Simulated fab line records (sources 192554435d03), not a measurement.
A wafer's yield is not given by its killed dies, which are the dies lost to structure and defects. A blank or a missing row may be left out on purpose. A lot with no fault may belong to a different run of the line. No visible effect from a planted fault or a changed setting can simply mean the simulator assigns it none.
Matching of chambers    flow n5_finfet    N5_BEOL_M6_STRIP_36 on rie_diel-03: 4 sister chambers
The step strips in N2/H2. 4 wafers are shown with their chamber, then 9 later ones without.

== WAFERS PAIRED WITH THEIR CHAMBERS ==
wafer   chamber  throttle_valve_pct (%)
L082.5  1        22.8
L088.1  2        23.4
L088.2  0        23.5
L088.5  3        24.1

== WAFERS MISSING THEIR CHAMBER ==
wafer   throttle_valve_pct (%)
L092.1  24.1
L092.4  23.5
L092.6  22.9
L094.3  23.5
L094.4  23.4
L094.6  24.1
L095.1  23.5
L095.5  23.5
L095.6  24.1

== CHAMBER TAKEN BY EACH ==
wafer    from the rows above   in truth
L092.1   3                     3
L092.4   0                     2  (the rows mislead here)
L092.6   1                     1
L094.3   0                     0
L094.4   2                     2
L094.6   3                     3
L095.1   0                     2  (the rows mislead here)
L095.5   0                     0
L095.6   3                     3
Correct placement for 7 of the 9. From these rows, 0 cannot be placed. 2 placed wrongly.
How it was worked out, from the rows above alone: a wafer's distance from a chamber is the root of the sum, over the readings, of the square of ((its reading less the chamber's mean) divided by the reading's scatter). The wafer belongs to the nearest chamber; if the next one is less than 2 further off, it can't be placed. Each chamber's mean is taken over the wafers shown for it. The scatter: with one shown wafer a chamber, the root of the mean of the squares of how far each hidden wafer lies from its nearest shown one.
